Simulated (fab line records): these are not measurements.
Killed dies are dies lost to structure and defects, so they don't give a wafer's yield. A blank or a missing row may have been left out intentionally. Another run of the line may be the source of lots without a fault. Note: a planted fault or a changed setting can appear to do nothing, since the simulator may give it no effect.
Matching of chambers ; flow n5-finfet ; rie-diel-05 running N5_BEOL_M14_ETCH_67: 4 sister chambers
The step etches SiARC in CF4, target depth 143 nm, time 238.3 s. 22 wafers are shown with their chamber, then 11 later ones without.

WAFERS WITH THEIR CHAMBER
wafer;chamber;showerhead-plenum-p-Torr (Torr);drypump-motor-current-A (A);throttle-valve-pct (%)
L080.2;0;1.96;5.3;15.92
L080.3;3;2.12;5.1;15.79
L080.4;1;2.28;6.6;15.70
L079.1;1;2.28;6.6;15.70
L079.3;0;1.96;5.3;15.90
L079.5;3;2.12;5.1;15.80
L081.1;1;2.28;6.6;15.70
L081.3;0;1.96;5.3;15.92
L081.6;3;2.12;5.1;15.78
L084.1;2;2.27;5.4;15.27
L084.2;1;2.27;6.6;15.72
L084.5;1;2.27;6.6;15.74
L085.2;1;2.27;6.6;15.74
L085.5;2;2.27;5.5;15.25
L085.6;1;2.27;6.6;15.72
L087.2;2;2.27;5.5;15.29
L087.4;1;2.27;6.6;15.73
L087.6;0;1.96;5.3;15.95
L089.2;2;2.27;5.4;15.27
L089.4;1;2.27;6.6;15.75
L089.6;3;2.11;5.1;15.28
L088.1;3;2.11;5.1;15.31

SIGNATURES (means of the wafers above)
reading;chamber 0;chamber 1;chamber 2;chamber 3;scatter within a chamber
showerhead-plenum-p-Torr;1.9600;2.2733;2.2700;2.1160;0.00422
drypump-motor-current-A;5.300;6.600;5.450;5.100;0.0236
throttle-valve-pct;15.9225;15.7222;15.2700;15.5920;0.129
Rule: a wafer's distance from a chamber is the root of the sum, over the readings, of the square of ((its reading less the chamber's mean) divided by the reading's scatter). The wafer belongs to the nearest chamber; if the next one is less than 2 further off, it can't be placed. The scatter is the square root of a quotient: the sum, over the shown wafers, of each reading's squared deviation from its chamber's mean, divided by wafers minus chambers.

WAFERS WITH NO CHAMBER GIVEN
wafer;showerhead-plenum-p-Torr (Torr);drypump-motor-current-A (A);throttle-valve-pct (%)
L088.5;2.27;5.4;15.28
L088.6;2.27;6.6;15.76
L090.1;2.27;5.5;15.30
L090.2;2.27;6.6;15.76
L090.6;2.27;6.6;15.74
L092.1;2.11;5.1;15.31
L092.2;1.95;5.3;15.96
L092.4;2.27;6.6;15.75
L096.1;2.11;5.1;15.31
L096.4;2.26;5.5;15.34
L096.5;2.26;6.6;15.79

EACH ONE'S CHAMBER
wafer;from the rows above;in truth
L088.5;2;2
L088.6;1;1
L090.1;2;2
L090.2;1;1
L090.6;1;1
L092.1;3;3
L092.2;0;0
L092.4;1;1
L096.1;3;3
L096.4;2;2
L096.5;1;1
Correctly placed: 11 of 11. Can't be placed from these rows: 0. Placed wrongly: 0.
